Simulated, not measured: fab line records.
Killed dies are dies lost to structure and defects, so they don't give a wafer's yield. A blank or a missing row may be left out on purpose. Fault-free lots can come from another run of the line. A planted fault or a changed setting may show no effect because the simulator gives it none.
A struck lot beside a sound one | flow nand_harc | 13 out of 1159 route steps
Sound: these wafers, L782.2, L782.3, L782.5. Struck: wafers L766.3, L766.4. The cause is given at the end.
Each step with rows lists, per side, the tool, then ch with its chambers, then its first start. Under that, the readings that differ: sound wafers | struck wafers | difference of the means | sigmas: that difference in standard deviations of wafers without a fault.
alike: words and numbers the same on both sides, and readings whose means are apart by under 2 such deviations; not compared: readings that were withheld, readings missing a value for some wafer, numbers with overlapping values and no deviation given by the record, and bounds like >300 which may hide the same value.
A row with sigmas, a row that says differs or no value, or rows on one side alone: a step with any of these is where the two part. Non-overlapping numbers with no deviation appear without sigmas and do not part them. A reading missing from all wafers of one side parts the sides only when that side holds two or more wafers.

first, 1 step without rows for these wafers: NHARC_A_WL_FILL_ALD_10 (deposits SiO2, target thk 50 nm, pulse time 10 s, ald cycles 500).
NHARC_A_WL_FILL_ETCHBACK_16: etches the open film in C4F8/O2/Ar, target depth 88 nm, time 17.6 s.
  sound on rie_diel-12 ch 0,2,3; struck on rie_diel-06 ch 0,1
  alike: oes_product_au, rf_vpp_V
  not compared: rf_hours_counter_h
NHARC_A_WL_FILL_STRIP_29: strips in O2, time 20 s.
  sound on rie_diel-12 ch 1,2, day 20 17:30; struck on rie_diel-06 ch 0,2, day 17 01:30
  alike: drypump_motor_current_A, mfc_ar_sccm, o2_flow_sccm, oes_product_au, rf_vpp_V, showerhead_plenum_p_Torr, throttle_valve_pct
  not compared: rf_hours_counter_h
then, 4 steps without rows for these wafers: NHARC_A_WL_FILL_ETCHBACK_17 (etches the open film in Cl2/BCl3, target depth 4 nm, time 26.7 s); NHARC_A_WL_FILL_PRECLEAN_18 (cleans in dHF, time 30 s); NHARC_A_WL_FILL_SRD_21; NHARC_A_WL_FILL_CVD_23 (deposits poly-Si, target thk 40 nm, time 800 s).
NHARC_A_WL_FILL_ETCHBACK_26: etches the open film in HBr, target depth 52 nm, time 13.3 s.
  sound on rie_si-06 ch 0,1,2, day 20 22:58; struck on rie_si-06 ch 0,3, day 17 06:37
  alike: drypump_motor_current_A, oes_product_au, throttle_valve_pct
  not compared: rf_hours_counter_h
then, 2 steps without rows for these wafers: NHARC_A_WL_FILL_PRECLEAN_30 (cleans in dHF, time 10 s); NHARC_A_WL_FILL_SRD_14.
NHARC_A_WL_FILL_ALD_19: deposits TiN, target thk 2 nm, pulse time 3 s, ald cycles 100.
  sound on ald_metal-02 ch 1,2, day 20 23:17; struck on ald_metal-03 ch 2,3, day 17 06:55
  alike: heater_power_w, precursor_pulse_height_rel
  not compared: since_wet_clean_h
NHARC_A_WL_FILL_CVD_20: deposits W, target thk 75 nm, time 5064 s.
  sound on cvd_w-02 ch 0,1; struck on cvd_w-02 ch 0,1
  alike: heater_power_w, mfc_ar_sccm, mfc_h2_sccm, mfc_wf6_sccm, throttle_valve_pct
  not compared: since_wet_clean_h
NHARC_A_WL_FILL_CMP_12: polishes, t overpolish 30 s, target thk 75 nm.
  sound on cmp-02 ch 1,3, day 21 08:02; struck on cmp-03 ch 0,1, day 17 20:56
  reading                | sound          | struck  | difference | sigmas
  time_to_endpoint_s (s) | 18.1 20.2 18.2 | 7.7 7.1 | -11.4      | -6
  alike: edge_zone_pressure_frac, motor_current_A, overpolish_run_s, slurry_flow_ml_min

WHERE THEY PART
Within this record, at NHARC_A_WL_FILL_CMP_12 only.

WHY: whatever the simulator had introduced
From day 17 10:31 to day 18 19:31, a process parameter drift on cmp-03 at NHARC_A_WL_FILL_CMP_12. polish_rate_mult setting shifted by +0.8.
